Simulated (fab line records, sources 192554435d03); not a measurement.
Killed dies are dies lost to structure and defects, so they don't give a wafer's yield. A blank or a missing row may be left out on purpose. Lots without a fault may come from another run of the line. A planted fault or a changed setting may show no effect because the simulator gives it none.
fab line records | flow n5_finfet
record lots=13 wafers=36 last_day=17
route steps=1938 shown BEOL_M15@1821 MIM_TOP@1835
lots that met no fault: from a run of the same line without faults
start_h: hours from the record's first day to the start of the lot's first wafer shown | wait_h: hours since the lot's step before | " the same as in the row above | L1.1+2: a row that stands for several wafers | - no value, or no start given | * or withheld: withheld | < > ~ a bound
route shown NAME@n: a module of which the file shows steps, and the number in the route of the first | usual: mean/standard deviation of fault-free wafers | same: alike in all rows | chamber/n: place in a boat | sites: the reading at each site | _std_site: their standard deviation | _edge_site: outer sites' mean less inner sites' | radius_mm: how far each site lies from the wafer's centre | mask NAME#n: copy n | behind: the tool/chamber that last shaped the wafer | hold: why the lot was held/for how many hours/how that ended | device: the transistor (n, p or np) that didn't switch | end of line: the same wafers' tests at the end of the route | a step without rows: its recipe alone | killed: dies lost to structure and defects at the first sort, not the wafer's yield | map: a wafer's dies, x killed, . not, _ none there
set.NAME: the setting as run; set.NAME@STEP: as run at that earlier step | model.NAME: the simulator's own value behind a step, which no gauge read
steps of the route over a sample of lots; a table a step, a row a wafer
services: from which hour (start_h, from the record's first day; less than 0 if before it) a tool's chamber was out of use, for how many hours, and why
## steps
# step N5_BEOL_M15_SPUTTER_45
# recipe material=Cu target_thk_a=1000 temp_c=-20 bias_v=60 power_w=26000 chamber_pressure_pa=0.13 time_s=16.67
# usual bias_v=60.0/0.58 throttle_valve_pct=29.9/1.3
# columns lot.wafer tool chamber start_h wait_h bias_v throttle_valve_pct
L233.1 pvd_sputter-03 - 261.57 0.0 60.6 28.7
L233.3 " - " " 60.1 28.5
L233.5 " - " " 60.1 30.7
L235.1 pvd_sputter-03 - 285.65 0.0 60.5 28.5
L235.3 " - " " 60.5 28.5
L235.5 " - " " 60.1 28.6
L237.1 pvd_sputter-01 - 297.16 0.0 60.3 31.9
L237.3 " - " " 61.5 27.9
L237.5 " - " " 60.5 31.5
L238.2 pvd_sputter-02 - 297.49 0.0 60.7 31.2
L238.3 " - " " 59.6 30.9
L238.6 " - " " 59.3 31.1
L239.1 pvd_sputter-01 - 302.52 0.0 58.8 28.9
L239.3 " - " " 60.7 27.9
L239.5 " - " " 59.4 31.8
L240.2 pvd_sputter-01 - 302.88 0.0 59.7 29.0
L240.3 " - " " 59.9 27.9
L240.5 " - " " 59.4 29.0
L241.2 pvd_sputter-01 - 309.13 0.0 60.6 29.0
L241.3 " - " " 60.1 31.7
L241.6 " - " " 60.7 27.9
L242.1 pvd_sputter-03 - 338.61 0.0 60.0 30.8
L242.5 " - " " 60.1 28.2
L242.6 " - " " 60.1 28.9
L246.2 pvd_sputter-01 - 338.99 0.0 60.8 28.9
L246.5 " - " " 60.2 29.0
L248.5 pvd_sputter-01 - 363.91 0.0 60.2 30.3
L248.6 " - " " 59.2 27.9
L251.5 pvd_sputter-03 - 379.12 0.0 59.3 28.4
L251.6 " - " " 59.9 28.6
L253.1 pvd_sputter-01 - 382.02 0.0 60.2 30.5
L253.2 " - " " 60.0 31.8
L253.4 " - " " 59.5 29.4
L254.4 pvd_sputter-03 - 385.68 0.0 60.3 28.9
L254.5 " - " " 61.5 30.7
L254.6 " - " " 59.4 28.5
# step N5_BEOL_M15_ANNEAL_48
# recipe temp_c=225 time_s=90 ambient=N2
# usual wafer_temp_C_max=226.11/0.25
# columns lot.wafer tool chamber start_h wait_h wafer_temp_C_max
L233.1 rtp_anneal-02 0 261.93 0.2 225.94
L233.3 " 0 " " 226.13
L233.5 " 0 " " 225.97
L235.1 rtp_anneal-01 0 286.01 0.2 226.40
L235.3 " 0 " " 225.99
L235.5 " 0 " " 226.28
L237.1 rtp_anneal-01 0 297.52 0.2 226.12
L237.3 " 0 " " 226.08
L237.5 " 0 " " 226.28
L238.2 rtp_anneal-02 0 298.49 0.8 225.82
L238.3 " 0 " " 225.96
L238.6 " 0 " " 226.11
L239.1 rtp_anneal-01 0 302.88 0.2 226.25
L239.3 " 0 " " 225.93
L239.5 " 0 " " 226.07
L240.2 rtp_anneal-02 0 303.29 0.2 225.69
L240.3 " 0 " " 225.86
L240.5 " 0 " " 226.21
L241.2 rtp_anneal-01 0 309.54 0.2 226.16
L241.3 " 0 " " 225.98
L241.6 " 0 " " 225.84
L242.1 rtp_anneal-02 0 338.97 0.2 226.71
L242.5 " 0 " " 226.10
L242.6 " 0 " " 226.31
L246.2 rtp_anneal-01 0 339.39 0.2 225.81
L246.5 " 0 " " 225.94
L248.5 rtp_anneal-01 0 365.31 1.1 225.88
L248.6 " 0 " " 226.21
L251.5 rtp_anneal-02 0 379.69 0.3 226.58
L251.6 " 0 " " 226.11
L253.1 rtp_anneal-02 0 382.38 0.2 226.27
L253.2 " 0 " " 226.34
L253.4 " 0 " " 226.34
L254.4 rtp_anneal-02 0 386.50 0.6 226.56
L254.5 " 0 " " 226.27
L254.6 " 0 " " 226.03
# step N5_BEOL_M15_THK_MEAS_50
# recipe thk_meas_gauge=xrf reads=Cu_of_BEOL_M15_ECD_47
# usual M15_THK=841/15
# columns lot.wafer tool chamber start_h wait_h M15_THK[nm]
L233.1 film_metro-02 - 262.79 - 845
L233.3 " - " " 852
L233.5 " - " " 834
L235.1 film_metro-01 - 286.60 - 858
L235.3 " - " " 838
L235.5 " - " " 818
L237.1 film_metro-01 - 298.12 - 867
L237.3 " - " " 851
L237.5 " - " " 860
L238.2 film_metro-01 - 299.03 - 840
L238.3 " - " " 824
L238.6 " - " " 837
L239.1 film_metro-02 - 303.47 - 845
L239.3 " - " " 839
L239.5 " - " " 832
L240.2 film_metro-01 - 303.83 - 833
L240.3 " - " " 852
L240.5 " - " " 846
L241.2 film_metro-01 - 310.08 - 822
L241.3 " - " " 826
L241.6 " - " " 839
L242.1 film_metro-01 - 339.56 - 819
L242.5 " - " " 825
L242.6 " - " " 847
L246.2 film_metro-01 - 339.94 - 853
L246.5 " - " " 853
L248.5 film_metro-02 - 365.74 - 845
L248.6 " - " " 819
L251.5 film_metro-02 - 380.10 - 819
L251.6 " - " " 830
L253.1 film_metro-02 - 382.97 - 826
L253.2 " - " " 847
L253.4 " - " " 859
L254.4 film_metro-02 - 386.98 - 820
L254.5 " - " " 827
L254.6 " - " " 844
# step N5_MIM_TOP_ALD_01
# recipe material=HfO2 target_thk_a=56 temp_c=withheld ald_precursor_family=Hf-amide ald_co_reactant=O3 pulse_time_s=1 purge_time_s=3 co_reactant_purge_time_s=2 co_reactant_pulse_time_s=3 ald_cycles=62
# usual ald_cycles=62/0 precursor_pulse_height_rel=0.999/0.019
# columns lot.wafer tool chamber start_h wait_h ald_cycles precursor_pulse_height_rel
L233.1 ald_hk-02 2 265 - 62 0.990
L233.3 " 0 " " 62 0.982
L233.5 " 0 " " 62 0.933
L235.1 ald_hk-02 2 288 - 62 1.015
L235.3 " 3 " " 62 0.987
L235.5 " 1 " " 62 1.019
L237.1 ald_hk-03 0 299 - 62 0.980
L237.3 " 1 " " 62 1.037
L237.5 " 2 " " 62 1.037
L238.2 ald_hk-03 3 301 - 62 0.993
L238.3 " 0 " " 62 0.976
L238.6 " 3 " " 62 1.017
L239.1 ald_hk-01 3 305 - 62 0.996
L239.3 " 2 " " 62 0.997
L239.5 " 2 " " 62 0.983
L240.2 ald_hk-02 2 305 - 62 0.985
L240.3 " 3 " " 62 1.025
L240.5 " 1 " " 62 1.017
L241.2 ald_hk-01 1 313 - 62 0.994
L241.3 " 0 " " 62 1.009
L241.6 " 1 " " 62 1.042
L242.1 ald_hk-01 3 341 - 62 1.031
L242.5 " 2 " " 62 1.002
L242.6 " 1 " " 62 0.997
L246.2 ald_hk-02 2 341 - 62 1.009
L246.5 " 1 " " 48 1.009
L248.5 ald_hk-02 1 372 - 48 0.971
L248.6 " 2 " " 62 0.976
L251.5 ald_hk-02 1 384 - 48 0.974
L251.6 " 2 " " 62 1.006
L253.1 ald_hk-01 0 385 - 62 1.033
L253.2 " 3 " " 62 0.980
L253.4 " 2 " " 62 0.991
L254.4 ald_hk-01 0 389 - 62 1.008
L254.5 " 1 " " 62 1.013
L254.6 " 2 " " 62 0.996
## services
# columns tool chamber start_h hours kind
pvd_sputter-03 - 279.46 4.2 repair
ald_hk-01 - 341.78 2.8 pm
## key
first_sign step=N5_MIM_TOP_ALD_01 reading=ald_cycles direction=down sigmas=99+ usual=* struck=*
effect none on later readings
met_at N5_MIM_TOP_ALD_01
struck_lots L246,L248,L251
struck_wafers L246.5,L248.5,L251.5
not_acting_at N5_BEOL_M15_SPUTTER_45,N5_BEOL_M15_ANNEAL_48,N5_BEOL_M15_THK_MEAS_50
onset_between 305 341
fault kind=process_parameter_drift tool=ald_hk-02 chamber=- onset_h=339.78 steps=N5_MIM_TOP_ALD_01 channel=ald_cycles offset=* shape=step end_h=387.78 scope=struck_wafers_only acts_in=* stated=*
